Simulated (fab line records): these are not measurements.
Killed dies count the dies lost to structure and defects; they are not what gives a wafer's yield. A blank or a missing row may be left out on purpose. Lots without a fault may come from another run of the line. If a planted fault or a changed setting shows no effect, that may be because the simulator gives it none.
A struck lot beside a sound one ; flow nand-harc ; 22 out of 1302 route steps
Sound: wafers L186.1, L186.2, L186.4. Struck: wafer L203.5 (L203.2, L203.3, from the same lot, were not struck and are left out); the cause is given at the end.
Per side, at each step with rows, come the tool, then ch with its chambers, and then its first start. Under that, the readings that differ: sound wafers ; struck wafers ; difference of the means ; sigmas: that difference in standard deviations of wafers without a fault.
alike: a reading whose means differ by less than 2 such deviations, as well as words and numbers matching on both sides. not compared: withheld readings; readings where some wafer has no value; bounds like >300 that might hide an equal value; numbers whose values overlap and for which the record gives no deviation.
Wherever a step has rows on one side only, a row that says differs or no value, or a row with sigmas, the two part there. Numbers that don't overlap but have no deviation are shown without sigmas and don't part them. Lack of a reading on every wafer of one side parts them only where that side has two or more wafers.

NHARC_A_CHANNEL_HOLE_D1_CD_MEAS_18:
  sound on cd-sem-01 at day 8 08:29; struck on cd-sem-02 at day 15 12:01
  alike: cd-nm
then, 1 step without rows for these wafers: NHARC_A_CHANNEL_HOLE_D1_ETCH_19 (etches the open film in C4F8/O2/Ar, time 34.5 s).
NHARC_A_CHANNEL_HOLE_D1_ETCH_20: etches the open film in C4F8/O2/Ar, time 361.9 s, target depth 1600 nm.
  sound on har-etch-01 ch 0,1, day 8 10:37; struck on har-etch-02 ch 0, day 15 12:15
  alike: drypump-motor-current-A, oes-air-line-au, showerhead-plenum-p-Torr, throttle-valve-pct
  not compared: rf-hours-counter-h
then, 4 steps without rows for these wafers: NHARC_A_CHANNEL_HOLE_D1_ETCH_21 (etches the open film in C4F8/O2/Ar, time 514.3 s, target depth 1600 nm); NHARC_A_CHANNEL_HOLE_D1_ETCH_22 (etches the open film in C4F8/O2/Ar, time 666.7 s, target depth 1600 nm); NHARC_A_CHANNEL_HOLE_D1_ETCH_23 (etches the open film in C4F8/O2/Ar, time 819 s, target depth 1600 nm); NHARC_A_CHANNEL_HOLE_D1_ETCH_24 (etches the open film in C4F8/O2/Ar, time 906.2 s, target depth 1500 nm).
NHARC_A_CHANNEL_HOLE_D1_ETCH_25: etches the open film in C4F8/O2/Ar, time 1040.2 s, target depth 1500 nm.
  sound on har-etch-01 ch 0,1, day 8 13:25; struck on har-etch-02 ch 0, day 15 15:07
reading;sound;struck;difference;sigmas
oes-air-line-au (a.u.);1.014 1.025 0.995;0.962;-0.049;-2
  alike: drypump-motor-current-A, showerhead-plenum-p-Torr, throttle-valve-pct
  not compared: rf-hours-counter-h
NHARC_A_CHANNEL_HOLE_D1_ETCH_26: etches the open film in C4F8/O2/Ar, time 224.1 s, target depth 300 nm.
  sound on har-etch-01 ch 0,1, day 8 14:17; struck on har-etch-02 ch 0, day 15 15:53
  alike: drypump-motor-current-A, oes-air-line-au, showerhead-plenum-p-Torr, throttle-valve-pct
  not compared: rf-hours-counter-h
then, 3 steps without rows for these wafers: NHARC_A_CHANNEL_HOLE_D1_ETCH_33 (etches the open film in C4F8/O2/Ar, time 90 s, target depth 400 nm); NHARC_A_CHANNEL_HOLE_D1_STRIP_41 (strips in N2/H2); NHARC_A_CHANNEL_HOLE_D1_STRIP_42 (strips in CF4/CHF3).
NHARC_A_CHANNEL_HOLE_D1_STRIP_43: strips in O2/COS.
  sound on rie-diel-02 ch 0,2,3, day 8 15:12; struck on rie-diel-10 ch 0,2,3, day 15 16:44
then, 1 step without rows for these wafers: NHARC_A_CHANNEL_HOLE_D1_ETCH_44 (etches the open film in CF4/O2, target depth 140 nm, overetch 14 nm, time 77 s).
NHARC_A_CHANNEL_HOLE_D1_STRIP_27: strips in O2.
  sound: rie-diel-02 ch 0,2,3; struck: rie-diel-10 ch 2
  alike: drypump-motor-current-A, oes-product-au, rf-vpp-V, showerhead-plenum-p-Torr, throttle-valve-pct
  not compared: rf-hours-counter-h
then, 2 steps without rows for these wafers: NHARC_A_CHANNEL_HOLE_D1_PRECLEAN_28 (cleans in SC1); NHARC_A_CHANNEL_HOLE_D1_SRD_29.
NHARC_A_CHANNEL_HOLE_D1_CD_MEAS_30:
  sound on cd-sem-01 at day 8 16:11; struck on cd-sem-01 at day 15 17:36
  alike: cd-nm
NHARC_A_CHANNEL_HOLE_D1_XSEM_31:
  sound on xsem-01 ch 0, day 8 16:17; struck on xsem-02 ch 0, day 15 17:41
  alike: bot-cd-nm, bow-nm, tilt-deg
NHARC_A_CHANNEL_HOLE_D1_INSPECT_40:
  sound on defect-inspect-02 at day 8 16:23; struck on defect-inspect-02 at day 15 17:47
reading;sound;struck;difference;sigmas
raw-defect-count;47 51 47;594;+546;+23
then, 1 step without rows for these wafers: NHARC_A_CHANNEL_FILL_D1_PRECLEAN_00 (cleans in SC1).
-- record jumps: 15 days between struck wafers' starts before vs after; left off in module A_CHANNEL_FILL_D1, resumes in module END, first step shown is number 1302 of the route --
NHARC_END_SORT_01:
  sound on prober-02 ch 0, day 24 01:16; struck on prober-01 ch 0, day 30 17:03
reading;sound;struck;difference;sigmas
killed-at-array;50 42 35;132;+90;+5
killed-dies;52 48 37;135;+89;+5
  alike: killed-at-other, killed-at-periphery, killed-open, killed-short

## WHERE THEY PART
First at NHARC_A_CHANNEL_HOLE_D1_ETCH_25; last, within this record, at NHARC_END_SORT_01.

WHY: whatever the simulator had introduced
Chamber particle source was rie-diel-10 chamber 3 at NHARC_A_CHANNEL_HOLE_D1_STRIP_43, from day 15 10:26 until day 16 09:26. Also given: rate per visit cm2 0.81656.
